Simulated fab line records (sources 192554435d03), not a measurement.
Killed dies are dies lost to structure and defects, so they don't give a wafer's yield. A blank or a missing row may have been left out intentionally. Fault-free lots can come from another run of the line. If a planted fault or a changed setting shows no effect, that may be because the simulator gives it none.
Which tool did it?	flow n5Finfet	24 lots, 72 wafers sampled, at 6 steps of a route of 1938

## WHAT EACH GAUGE READ, for each wafer
N5_SDB_CD_MEAS_11 targets a cd of 50 nm. Usual: cdNm reads 49.9 nm (standard deviation 1.1).
lot	measured	on	cdNm (nm)	flag
L074	day 3 18:09	cdSem-02	49.3 49.0 49.7	
L075	day 4 00:52	cdSem-01	50.8 51.7 51.1	
L076	day 4 07:44	cdSem-01	51.1 51.8 51.1	
L077	day 4 13:10	cdSem-03	50.7 50.2 51.3	
L078	day 4 19:02	cdSem-01	50.1 50.2 50.3	
L079	day 4 23:43	cdSem-02	48.7 48.6 48.4	
L080	day 5 05:46	cdSem-03	49.0 50.7 50.7	
L081	day 5 13:07	cdSem-03	50.1 50.2 48.0	
L082	day 5 20:28	cdSem-01	49.9 50.2 49.6	
L083	day 5 22:26	cdSem-01	46.7 50.3 49.1	
L084	day 6 06:47	cdSem-03	50.3 49.2 48.5	
L085	day 6 13:26	cdSem-02	49.2 49.5 50.4	
L086	day 6 19:15	cdSem-02	48.3 50.5 48.6	
L087	day 6 22:18	cdSem-02	50.4 51.1 51.9	
L088	day 7 05:41	cdSem-01	49.6 49.9 51.3	
L089	day 7 13:33	cdSem-03	49.3 47.1 49.5	
L090	day 7 15:19	cdSem-02	49.8 49.1 48.7	
L091	day 8 00:37	cdSem-02	49.3 49.2 48.9	
L092	day 8 05:04	cdSem-03	51.9 50.6 51.3	
L093	day 8 09:19	cdSem-01	49.7 51.0 50.6	
L094	day 8 23:04	cdSem-01	49.2 51.7 50.0	
L095	day 9 02:45	cdSem-02	50.1 49.8 50.5	
L096	day 9 05:41	cdSem-01	50.7 50.1 51.3	
L097	day 9 11:49	cdSem-03	47.8 50.2 49.2	

N5_SDB_INSPECT_13: inspects for defects (brightfield). Usual: rawDefectCount reads 72 (standard deviation 28).
lot	measured	on	rawDefectCount	flag
L074	day 3 18:12	defectInspect-02	62 59 54	
L075	day 4 00:55	defectInspect-01	56 49 58	
L076	day 4 07:47	defectInspect-01	71 75 72	
L077	day 4 13:13	defectInspect-01	120 143 82	
L078	day 4 19:05	defectInspect-01	37 56 48	
L079	day 4 23:46	defectInspect-01	66 51 72	
L080	day 5 05:49	defectInspect-01	66 46 62	
L081	day 5 13:10	defectInspect-02	57 52 71	
L082	day 5 20:31	defectInspect-01	54 58 45	
L083	day 5 22:29	defectInspect-01	47 86 47	
L084	day 6 06:50	defectInspect-02	52 102 38	
L085	day 6 13:29	defectInspect-02	108 165 128	
L086	day 6 19:18	defectInspect-01	63 78 53	
L087	day 6 22:22	defectInspect-01	96 54 47	
L088	day 7 05:44	defectInspect-02	49 122 88	
L089	day 7 13:36	defectInspect-02	109 114 75	
L090	day 7 15:23	defectInspect-01	96 45 42	
L091	day 8 00:40	defectInspect-02	53 63 114	
L092	day 8 05:08	defectInspect-01	35 61 48	
L093	day 8 09:22	defectInspect-02	60 91 64	
L094	day 8 23:08	defectInspect-02	37 54 59	
L095	day 9 02:48	defectInspect-02	61 80 86	
L096	day 9 08:07	defectInspect-02	105 83 79	
L097	day 9 11:52	defectInspect-02	53 56 105	

N5_HKMG_FIN_CD_MEAS_49 targets a cd of 202 nm. Usual: cdNm reads 202.0 nm (standard deviation 0.66).
lot	measured	on	cdNm (nm)	flag
L074	day 4 00:10	cdSem-01	201.5 201.6 200.8	
L075	day 4 06:23	cdSem-01	202.1 201.1 202.1	
L076	day 4 13:35	cdSem-02	202.5 201.3 201.6	
L077	day 4 18:49	cdSem-01	201.7 201.3 201.5	
L078	day 5 00:31	cdSem-01	200.2 200.7 201.4	
L079	day 5 05:46	cdSem-02	202.3 202.2 202.0	
L080	day 5 11:20	cdSem-03	202.4 201.3 201.5	
L081	day 5 18:31	cdSem-02	200.9 202.7 201.9	
L082	day 6 03:00	cdSem-03	201.9 202.0 202.1	
L083	day 6 03:52	cdSem-01	202.4 202.4 202.6	
L084	day 6 12:47	cdSem-03	202.1 202.4 202.6	
L085	day 6 19:31	cdSem-02	202.3 202.6 202.7	
L086	day 7 01:06	cdSem-01	202.3 203.0 202.3	
L087	day 7 03:56	cdSem-02	202.3 202.5 201.0	
L088	day 7 11:13	cdSem-02	202.3 202.3 201.2	
L089	day 7 19:21	cdSem-03	202.6 202.8 202.9	
L090	day 7 21:11	cdSem-01	202.0 201.9 201.4	
L091	day 8 06:31	cdSem-02	203.2 202.3 203.0	
L092	day 8 11:20	cdSem-01	202.0 202.0 203.0	
L093	day 8 15:03	cdSem-02	202.1 202.0 202.7	
L094	day 9 04:38	cdSem-02	200.9 201.9 201.0	
L095	day 9 09:59	cdSem-02	202.8 202.3 202.6	
L096	day 9 14:47	cdSem-01	202.2 202.3 202.8	
L097	day 9 17:16	cdSem-02	201.2 201.4 201.3	

## EACH LOT AND THE TOOL THAT RAN IT (in order: tool; ch and the chambers of the sampled wafers; start)
lot	N5_SD_EPI_P_STRIP_40	N5_SDB_DESCUM_16	N5_DUMMY_REMOVAL_STRIP_10
L074	plasmaAsher-01 ch 0,1, day 3 06:55	rieDiel-01 ch 0,3, day 3 18:23	rieDiel-02 ch 0,1, day 3 22:36
L075	plasmaAsher-01 ch 0,1, day 3 12:56	rieDiel-06 ch 0,2,3, day 4 00:57	rieDiel-04 ch 1,2,3, day 4 04:53
L076	plasmaAsher-01 ch 0,1, day 3 21:10	rieDiel-01 ch 0,1,3, day 4 07:50	rieDiel-02 ch 1,2, day 4 12:07
L077	plasmaAsher-02 ch 1, day 4 01:41	rieDiel-01 ch 0,1,2, day 4 13:24	rieDiel-02 ch 0,1, day 4 17:19
L078	plasmaAsher-02 ch 0,1, day 4 08:14	rieDiel-06 ch 0,1,2, day 4 19:13	rieDiel-04 ch 0,2, day 4 23:08
L079	plasmaAsher-02 ch 0,1, day 4 13:09	rieDiel-01 ch 0,1,2, day 5 00:00	rieDiel-02 ch 1,2,3, day 5 04:05
L080	plasmaAsher-01 ch 0,1, day 4 17:13	rieDiel-06 ch 0,2,3, day 5 05:51	rieDiel-02 ch 1,2,3, day 5 09:57
L081	plasmaAsher-02 ch 0,1, day 5 02:50	rieDiel-06 ch 0,1,2, day 5 13:11	rieDiel-02 ch 0,3, day 5 17:08
L082	plasmaAsher-02 ch 0,1, day 5 09:12	rieDiel-06 ch 0,1,3, day 5 21:19	rieDiel-02 ch 1,2,3, day 6 01:15
L083	plasmaAsher-02 ch 0,1, day 5 12:01	rieDiel-05 ch 1,3, day 5 22:31	rieDiel-04 ch 1,2, day 6 02:26
L084	plasmaAsher-02 ch 0,1, day 5 19:45	rieDiel-06 ch 0,1,2, day 6 07:15	rieDiel-02 ch 2,3, day 6 11:20
L085	plasmaAsher-01 ch 0,1, day 6 02:09	rieDiel-01 ch 1,2,3, day 6 13:53	rieDiel-04 ch 0,2,3, day 6 17:49
L086	plasmaAsher-02 ch 0,1, day 6 08:00	rieDiel-05 ch 1,2, day 6 19:20	rieDiel-04 ch 2,3, day 6 23:16
L087	plasmaAsher-02 ch 0,1, day 6 11:53	rieDiel-01 ch 2,3, day 6 22:34	rieDiel-04 ch 1,3, day 7 02:36
L088	plasmaAsher-02 ch 0,1, day 6 18:51	rieDiel-05 ch 0,1, day 7 05:46	rieDiel-02 ch 1,2,3, day 7 09:41
L089	plasmaAsher-01 ch 0,1, day 7 02:47	rieDiel-01 ch 1,2, day 7 13:38	rieDiel-02 ch 2,3, day 7 18:01
L090	plasmaAsher-02 ch 0,1, day 7 05:02	rieDiel-01 ch 0,1,2, day 7 15:42	rieDiel-02 ch 0,3, day 7 19:50
L091	plasmaAsher-02 ch 0,1, day 7 12:59	rieDiel-05 ch 2,3, day 8 01:04	rieDiel-04 ch 0,2,3, day 8 05:04
L092	plasmaAsher-01 ch 0,1, day 7 17:38	rieDiel-06 ch 2,3, day 8 05:26	rieDiel-04 ch 0,1, day 8 09:51
L093	plasmaAsher-02 ch 0,1, day 7 22:50	rieDiel-05 ch 1,2, day 8 09:26	rieDiel-03 ch 0,1,2, day 8 13:26
L094	plasmaAsher-02 ch 0,1, day 8 10:21	rieDiel-06 ch 0,1,3, day 8 23:10	rieDiel-02 ch 0,1,3, day 9 03:10
L095	plasmaAsher-02 ch 0,1, day 8 15:55	rieDiel-05 ch 0,2,3, day 9 02:52	rieDiel-04 ch 0,1,3, day 9 08:26
L096	plasmaAsher-02 ch 0,1, day 8 18:53	rieDiel-01 ch 1,2, day 9 08:32	rieDiel-03 ch 0,1, day 9 13:08
L097	plasmaAsher-02 ch 0,1, day 9 00:33	rieDiel-01 ch 1,2,3, day 9 11:54	rieDiel-02 ch 0,1,3, day 9 15:56
- N5_SD_EPI_P_STRIP_40: strips in N2/H2.
- N5_SDB_DESCUM_16: chemistry O2, time 7.9 s.
- N5_DUMMY_REMOVAL_STRIP_10: strips in N2/H2, time 40 s.

## WHAT THE TOOLS THEMSELVES READ (means of the sampled wafers that have a number; where no wafer has one, the mark that the record gives instead)
N5_SD_EPI_P_STRIP_40. Usual: drypumpMotorCurrentA 5.5 A, standard deviation 0.37; heaterPowerW 343 W, standard deviation 47; oesProductAu 0.763 a.u., standard deviation 0.011.
lot	tool	drypumpMotorCurrentA (A)	heaterPowerW (W)	oesProductAu (a.u.)	flag
L074	plasmaAsher-01	5.8	354	0.751	
L075	plasmaAsher-01	5.9	374	0.758	
L076	plasmaAsher-01	5.9	367	0.759	
L077	plasmaAsher-02	5.7	391	0.761	
L078	plasmaAsher-02	5.3	323	0.761	
L079	plasmaAsher-02	5.5	350	0.767	
L080	plasmaAsher-01	5.8	350	0.767	
L081	plasmaAsher-02	5.5	353	0.768	
L082	plasmaAsher-02	5.5	346	0.762	
L083	plasmaAsher-02	5.5	354	0.745	
L084	plasmaAsher-02	5.2	322	0.756	
L085	plasmaAsher-01	5.9	371	0.765	
L086	plasmaAsher-02	5.3	316	0.763	
L087	plasmaAsher-02	5.3	323	0.755	
L088	plasmaAsher-02	5.3	311	0.758	
L089	plasmaAsher-01	5.8	354	0.757	
L090	plasmaAsher-02	5.3	317	0.768	
L091	plasmaAsher-02	5.5	352	0.761	
L092	plasmaAsher-01	5.9	365	0.764	
L093	plasmaAsher-02	5.3	319	0.769	
L094	plasmaAsher-02	5.5	353	0.760	
L095	plasmaAsher-02	5.3	318	0.772	
L096	plasmaAsher-02	5.5	352	0.759	
L097	plasmaAsher-02	5.2	318	0.765	

N5_SDB_DESCUM_16. Usual: drypumpMotorCurrentA 5.7 A, standard deviation 0.45; oesProductAu 0.81 a.u., standard deviation 0.095; rfVppV 243.1 V, standard deviation 1; showerheadPlenumPTorr 2.09 Torr, standard deviation 0.055; throttleValvePct 20.37 %, standard deviation 0.22.
lot	tool	drypumpMotorCurrentA (A)	oesProductAu (a.u.)	rfVppV (V)	showerheadPlenumPTorr (Torr)	throttleValvePct (%)	flag
L074	rieDiel-01	5.9	0.80	243.5	2.12	20.50	
L075	rieDiel-06	5.2	0.83	243.3	2.12	20.38	
L076	rieDiel-01	5.9	0.80	244.0	2.13	20.38	
L077	rieDiel-01	5.7	0.83	243.1	2.12	20.38	
L078	rieDiel-06	5.1	0.84	243.6	2.09	20.35	
L079	rieDiel-01	5.7	0.83	244.0	2.12	20.39	
L080	rieDiel-06	5.2	0.83	244.4	2.12	20.39	
L081	rieDiel-06	5.1	0.82	243.7	2.09	20.35	
L082	rieDiel-06	5.5	0.78	242.6	2.06	20.29	
L083	rieDiel-05	6.3	0.67	242.3	2.05	20.50	
L084	rieDiel-06	5.1	0.82	242.5	2.08	20.36	
L085	rieDiel-01	5.8	0.85	242.7	2.09	20.39	
L086	rieDiel-05	5.9	0.69	242.4	2.05	20.60	
L087	rieDiel-01	5.8	0.83	244.1	2.08	20.52	
L088	rieDiel-05	5.7	0.71	243.3	2.05	20.57	
L089	rieDiel-01	5.8	0.84	243.8	2.10	20.29	
L090	rieDiel-01	5.7	0.88	242.8	2.11	20.24	
L091	rieDiel-05	6.4	0.95	243.2	2.09	20.06	
L092	rieDiel-06	4.9	0.78	242.9	2.11	20.63	
L093	rieDiel-05	5.9	0.79	242.7	2.05	20.54	
L094	rieDiel-06	5.5	0.75	242.6	2.05	20.34	
L095	rieDiel-05	6.1	0.86	243.3	2.09	20.23	
L096	rieDiel-01	5.8	0.82	243.6	2.10	20.32	
L097	rieDiel-01	5.8	0.80	242.4	2.08	20.44	

N5_DUMMY_REMOVAL_STRIP_10. Usual: drypumpMotorCurrentA 6.0 A, standard deviation 0.39; oesProductAu 0.80 a.u., standard deviation 0.096; rfVppV 45.3 V, standard deviation 0.77; showerheadPlenumPTorr 3.38 Torr, standard deviation 0.089; throttleValvePct 12.12 %, standard deviation 0.24.
lot	tool	drypumpMotorCurrentA (A)	oesProductAu (a.u.)	rfVppV (V)	showerheadPlenumPTorr (Torr)	throttleValvePct (%)	flag
L074	rieDiel-02	6.3	0.75	44.4	3.37	12.12	
L075	rieDiel-04	5.8	0.83	44.9	3.32	12.07	
L076	rieDiel-02	6.4	0.81	45.8	3.39	11.94	
L077	rieDiel-02	6.4	0.74	45.2	3.37	12.09	
L078	rieDiel-04	5.8	0.72	45.0	3.35	12.23	
L079	rieDiel-02	6.1	0.89	45.7	3.46	11.89	
L080	rieDiel-02	6.1	0.88	45.2	3.46	11.89	
L081	rieDiel-02	5.8	0.88	45.9	3.50	11.95	
L082	rieDiel-02	6.1	0.86	45.7	3.46	11.91	
L083	rieDiel-04	5.6	0.78	45.0	3.30	12.19	
L084	rieDiel-02	6.1	0.91	45.4	3.48	11.82	
L085	rieDiel-04	5.9	0.78	45.6	3.34	12.19	
L086	rieDiel-04	6.0	0.78	45.6	3.32	12.10	
L087	rieDiel-04	5.6	0.85	44.7	3.29	12.13	
L088	rieDiel-02	6.1	0.84	45.0	3.45	11.93	
L089	rieDiel-02	6.1	0.89	45.3	3.47	11.85	
L090	rieDiel-02	6.1	0.78	46.0	3.42	12.12	
L091	rieDiel-04	5.9	0.77	45.1	3.34	12.21	
L092	rieDiel-04	5.5	0.75	45.1	3.34	12.41	
L093	rieDiel-03	5.5	0.79	45.6	3.34	12.40	
L094	rieDiel-02	6.1	0.77	44.8	3.42	12.11	
L095	rieDiel-04	5.7	0.80	45.0	3.32	12.25	
L096	rieDiel-03	5.4	0.78	44.9	3.30	12.36	
L097	rieDiel-02	6.1	0.77	45.6	3.41	12.11	

## THE ANSWER, worked out from the rows above alone
Rule: lot off if the mean of its wafers having a number is beyond 3 standard deviations from the usual mean. A lot without any number at a reading at which 4 lots or more have one is off too. Where the step has rows for the other lots, those lots are counted as sound. The gauges are gone through in route order, then the tools' own readings, and for those a lot's mean is taken as printed above. At the first step where some lot is off, the reading lying furthest off is the one used; lots without a number count as furthest.
No lot is off on any of the readings shown, so nothing can be concluded from this.

## WHAT THE SIMULATOR HAD PUT IN
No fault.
